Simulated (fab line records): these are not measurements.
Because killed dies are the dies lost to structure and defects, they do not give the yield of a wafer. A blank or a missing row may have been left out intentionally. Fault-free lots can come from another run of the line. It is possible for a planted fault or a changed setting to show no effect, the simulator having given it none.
Chamber matching :: flow n5_finfet :: ald_sin-01 running N5_BEOL_M0_SAQP_SPACER2_ALD_26: 4 sister chambers
The step deposits SiO2, target thk 15 nm, pulse time 1 s, purge time 2 s. 14 wafers are shown with their chamber, then 7 later ones without.

WAFERS, EACH WITH ITS CHAMBER
wafer: L076.2
chamber: 1
heater_power_w (W): 476
precursor_pulse_height_rel: 1.007

wafer: L076.5
chamber: 1
heater_power_w (W): 482
precursor_pulse_height_rel: 0.970

wafer: L076.6
chamber: 0
heater_power_w (W): 564
precursor_pulse_height_rel: 1.021

wafer: L079.3
chamber: 1
heater_power_w (W): 480
precursor_pulse_height_rel: 0.981

wafer: L079.4
chamber: 3
heater_power_w (W): 425
precursor_pulse_height_rel: 1.004

wafer: L079.6
chamber: 0
heater_power_w (W): 554
precursor_pulse_height_rel: 0.972

wafer: L081.2
chamber: 0
heater_power_w (W): 559
precursor_pulse_height_rel: 0.987

wafer: L081.4
chamber: 3
heater_power_w (W): 421
precursor_pulse_height_rel: 1.005

wafer: L081.5
chamber: 0
heater_power_w (W): 551
precursor_pulse_height_rel: 1.012

wafer: L082.1
chamber: 1
heater_power_w (W): 476
precursor_pulse_height_rel: 1.001

wafer: L082.4
chamber: 2
heater_power_w (W): 524
precursor_pulse_height_rel: 1.020

wafer: L082.6
chamber: 2
heater_power_w (W): 506
precursor_pulse_height_rel: 0.976

wafer: L085.2
chamber: 1
heater_power_w (W): 479
precursor_pulse_height_rel: 0.982

wafer: L085.4
chamber: 3
heater_power_w (W): 414
precursor_pulse_height_rel: 1.031

SIGNATURES (means of the wafers above)
reading: heater_power_w
chamber 0: 557.00
chamber 1: 478.60
chamber 2: 515.00
chamber 3: 420.00
scatter within a chamber: 5.91

reading: precursor_pulse_height_rel
chamber 0: 0.99800
chamber 1: 0.98820
chamber 2: 0.99800
chamber 3: 1.01333
scatter within a chamber: 0.0197
Rule: for each reading, subtract the chamber's mean from the wafer's reading, divide by that reading's scatter and square the result; add these up over the readings and take the root, which gives the wafer's distance from the chamber. If the next closest chamber is less than 2 further off than the closest, the wafer can't be placed; otherwise it belongs to the closest. The scatter is the square root of a quotient: the sum, over the shown wafers, of each reading's squared deviation from its chamber's mean, divided by wafers minus chambers.

WAFERS WHOSE CHAMBER IS MISSING
wafer: L085.6
heater_power_w (W): 492
precursor_pulse_height_rel: 0.978

wafer: L088.2
heater_power_w (W): 492
precursor_pulse_height_rel: 0.975

wafer: L088.3
heater_power_w (W): 513
precursor_pulse_height_rel: 0.989

wafer: L088.4
heater_power_w (W): 553
precursor_pulse_height_rel: 0.971

wafer: L095.2
heater_power_w (W): 565
precursor_pulse_height_rel: 0.996

wafer: L095.5
heater_power_w (W): 504
precursor_pulse_height_rel: 1.012

wafer: L095.6
heater_power_w (W): 415
precursor_pulse_height_rel: 1.003

THE CHAMBER EACH PASSED THROUGH
wafer: L085.6
from the rows above: can't be placed: 1 or 2
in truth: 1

wafer: L088.2
from the rows above: can't be placed: 1 or 2
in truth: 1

wafer: L088.3
from the rows above: 2
in truth: 2

wafer: L088.4
from the rows above: 0
in truth: 0

wafer: L095.2
from the rows above: 0
in truth: 0

wafer: L095.5
from the rows above: 2
in truth: 2

wafer: L095.6
from the rows above: 3
in truth: 3
Correct placement for 5 of the 7. Unplaceable from these rows: 2, with the true chamber sitting among the candidates in 2. 0 placed wrongly.
